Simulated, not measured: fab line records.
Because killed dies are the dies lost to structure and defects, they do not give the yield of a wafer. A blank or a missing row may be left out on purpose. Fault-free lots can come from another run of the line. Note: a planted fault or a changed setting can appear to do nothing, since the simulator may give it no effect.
Matching of chambers / flow nand harc / 3 sister chambers for NHARC_P_M2_PRE_CLEAN_32 on pecvd-02
The step time 12 s. 3 wafers are shown with their chamber, then 10 later ones without.

## WAFERS WITH THEIR CHAMBER
wafer=L087.1; chamber=0; heater power w (W)=637
wafer=L095.1; chamber=1; heater power w (W)=625
wafer=L095.2; chamber=2; heater power w (W)=593

## WAFERS WITH NO CHAMBER GIVEN
wafer=L095.5; heater power w (W)=623
wafer=L094.1; heater power w (W)=593
wafer=L094.3; heater power w (W)=604
wafer=L094.6; heater power w (W)=645
wafer=L096.1; heater power w (W)=537
wafer=L096.2; heater power w (W)=553
wafer=L096.5; heater power w (W)=553
wafer=L097.2; heater power w (W)=630
wafer=L097.3; heater power w (W)=505
wafer=L097.4; heater power w (W)=590

## EACH ONE'S CHAMBER
wafer=L095.5; from the rows above=can't be placed: 1 or 0 or 2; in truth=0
wafer=L094.1; from the rows above=can't be placed: 2 or 1 or 0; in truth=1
wafer=L094.3; from the rows above=can't be placed: 2 or 1 or 0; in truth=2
wafer=L094.6; from the rows above=can't be placed: 0 or 1 or 2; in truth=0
wafer=L096.1; from the rows above=can't be placed: 2 or 1 or 0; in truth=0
wafer=L096.2; from the rows above=can't be placed: 2 or 1 or 0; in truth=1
wafer=L096.5; from the rows above=can't be placed: 2 or 1 or 0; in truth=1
wafer=L097.2; from the rows above=can't be placed: 1 or 0 or 2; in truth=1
wafer=L097.3; from the rows above=can't be placed: 2 or 1 or 0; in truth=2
wafer=L097.4; from the rows above=can't be placed: 2 or 1 or 0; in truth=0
Correctly placed: 0 of 10. Cannot be placed on the basis of these rows: 10; the candidates contain the true chamber in 10. 0 placed wrongly.
How it was worked out, from the rows above alone: a wafer's distance from a chamber is the root of the sum, over the readings, of the square of ((its reading less the chamber's mean) divided by the reading's scatter). If the next closest chamber is less than 2 further off than the closest, the wafer can't be placed; otherwise it belongs to the closest. The mean given for a chamber averages the wafers shown for that chamber. The scatter: root of mean squared gap, hidden wafer to nearest shown wafer, with one shown wafer a chamber.
